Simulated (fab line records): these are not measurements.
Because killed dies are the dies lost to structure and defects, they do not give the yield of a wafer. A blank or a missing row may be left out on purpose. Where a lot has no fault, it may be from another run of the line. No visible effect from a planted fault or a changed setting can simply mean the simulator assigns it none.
A lot that was struck, set against a sound lot || flow n5 finfet || 36 out of 1938 route steps
Sound: these wafers, L861.2, L861.3, L861.6. Struck: wafers L862.1, L862.2, L862.4. At the end, the cause is stated.
Each step with rows lists, per side, the tool, then ch with its chambers, then its first start. Under that, the readings that differ: sound wafers || struck wafers || difference of the means || sigmas: that difference in standard deviations of wafers without a fault.
alike: readings whose means differ by less than 2 such deviations, and words and numbers that are the same on both sides. not compared: withheld readings, readings that some wafer has no value for, bounds like >300 that may hide the same value, and numbers for which the record gives no deviation and whose values overlap.
The two part at a step that has a row with sigmas, a row that says differs or no value, or rows on one side only. When numbers do not overlap yet have no deviation, they are printed without sigmas and do not part them. Lack of a reading on every wafer of one side parts them only where that side has two or more wafers.

first, 8 steps without rows for these wafers: N5_BEOL_M3_ECD_50 (material Cu, target thk 300 nm); N5_BEOL_M3_ANNEAL_51 (time 90 s); N5_BEOL_M3_CMP_52 (polishes, stops on SiOC, t overpolish 6.8 s, target thk 40 nm); N5_BEOL_M3_PRE_CLEAN_60 (time 15 s); N5_BEOL_M3_CO_CAP_55 (material Co, precursor CCTBA/H2, target thk 2 nm, time 102.1 s); N5_BEOL_M3_PRE_CLEAN_56 (time 15 s); N5_BEOL_M3_DEP_57 (deposits SiCN from 3MS/NH3, target thk 8 nm, time 14 s); N5_BEOL_M4_ILD_DEP_00 (deposits SiOC from DEMS/O2, target thk 79 nm, time 15.3 s).
N5_BEOL_M4_PECVD_72: deposits SiO2 from TEOS/O2, target thk 16 nm, time 18 s.
  sound on pecvd-04 ch 0,2, day 13 05:14; struck on pecvd-04 ch 1,2, day 13 01:26
  no value came back on the struck wafers for any of 5 readings (chamber pressure Torr (Torr), heater power outer w (W) and others); on the sound wafers chamber pressure Torr (Torr) reads 5.496 5.499 5.491
  not compared: since wet clean h
then, 25 steps without rows for these wafers: N5_BEOL_M4_HM_DEP_02 (deposits TiN, target thk 20 nm); N5_BEOL_M4_COAT_61 (time 60 s, resist thk 60 nm); N5_BEOL_M4_COAT_62 (time 60 s, resist thk 12 nm); N5_BEOL_M4_COAT_73 (time 60 s, resist thk 5 nm); N5_BEOL_M4_COAT_05 (resist thk 30 nm); N5_BEOL_M4_EBR_07; N5_BEOL_M4_SOFTBAKE_06 (time 60 s); N5_BEOL_M4_EXPOSE_08 (exposes mask M4); N5_BEOL_M4_PEB_09 (peb time 60 s); N5_BEOL_M4_DEVELOP_10 (develop time 30 s); N5_BEOL_M4_DESCUM_16 (chemistry O2, time 7 s); N5_BEOL_M4_ETCH_74 (etches underlayer in N2/H2, target depth 6.5 nm, time 5.2 s); N5_BEOL_M4_ETCH_63 (etches SiARC in CF4, target depth 15.6 nm, time 26 s); N5_BEOL_M4_ETCH_64 (etches SOC in N2/H2, target depth 75 nm, overetch 22.5 nm, time 121.9 s); N5_BEOL_M4_STRIP_65 (strips in N2/H2); N5_BEOL_M4_STRIP_75 (strips in N2/H2); N5_BEOL_M4_STRIP_66 (strips in CF4); N5_BEOL_M4_HM_OPEN_17 (chemistry Cl2/BCl3, target TiN, target depth 20 nm, overetch 6 nm); N5_BEOL_M4_STRIP_19 (strips in O2); N5_BEOL_M4_COAT_67 (time 60 s, resist thk 60 nm); N5_BEOL_M4_COAT_68 (time 60 s, resist thk 12 nm); N5_BEOL_M4_COAT_76 (time 60 s, resist thk 5 nm); N5_BEOL_M4_COAT_22 (resist thk 30 nm); N5_BEOL_M4_EBR_24; N5_BEOL_M4_SOFTBAKE_23 (time 60 s).
N5_BEOL_M4_RC_MEAS_101:
  sound on prober-01 ch 0, day 13 21:08; struck on prober-01 ch 0, day 14 15:11
  alike: DIBL_N, DIBL_P, IOFF_N, IOFF_P, ION_N, ION_P, SS_N, SS_P, VT_N, VT_P
-- here the record skips 5 days between the struck wafers' starts before and after, leaving off in module BEOL_M4 and picking up in module PASSIVATION (first step shown: number 1936 of the route) --
N5_PASSIVATION_PROBE_49:
  sound on prober-01, day 19 07:03; struck on prober-01, day 19 18:48
{"reading": "defect limited yield (%)", "sound": "92.9 93.2 92.3", "struck": "63.0 65.7 65.3", "difference": -28.1, "sigmas": -20}
{"reading": "killed_at_M4_up", "sound": "8 16 5", "struck": "334 320 332", "difference": "+319", "sigmas": "+63"}
{"reading": "killed dies", "sound": "84 80 91", "struck": "437 405 410", "difference": "+332", "sigmas": "+20"}
{"reading": "killed on rim", "sound": "6 11 10", "struck": "13 20 20", "difference": "+9", "sigmas": "+2"}
{"reading": "sort_bin_5_function (%)", "sound": "3.6 4.2 4.3", "struck": "33.4 30.6 31.3", "difference": "+27.7", "sigmas": "+28"}
{"reading": "sort n pass", "sound": "1096 1100 1089", "struck": "743 775 770", "difference": -332, "sigmas": -20}
{"reading": "sort yield pct (%)", "sound": "92.9 93.2 92.3", "struck": "63.0 65.7 65.3", "difference": -28.1, "sigmas": -20}
  alike: killed_at_M0_to_M3, killed at contacts, killed at front end, killed at other, killed open, killed short, sort_bin_6_memory

## WHERE THEY PART
Earliest at N5_BEOL_M4_PECVD_72; latest, in this record, at N5_PASSIVATION_PROBE_49.

WHY: what the simulator had put in
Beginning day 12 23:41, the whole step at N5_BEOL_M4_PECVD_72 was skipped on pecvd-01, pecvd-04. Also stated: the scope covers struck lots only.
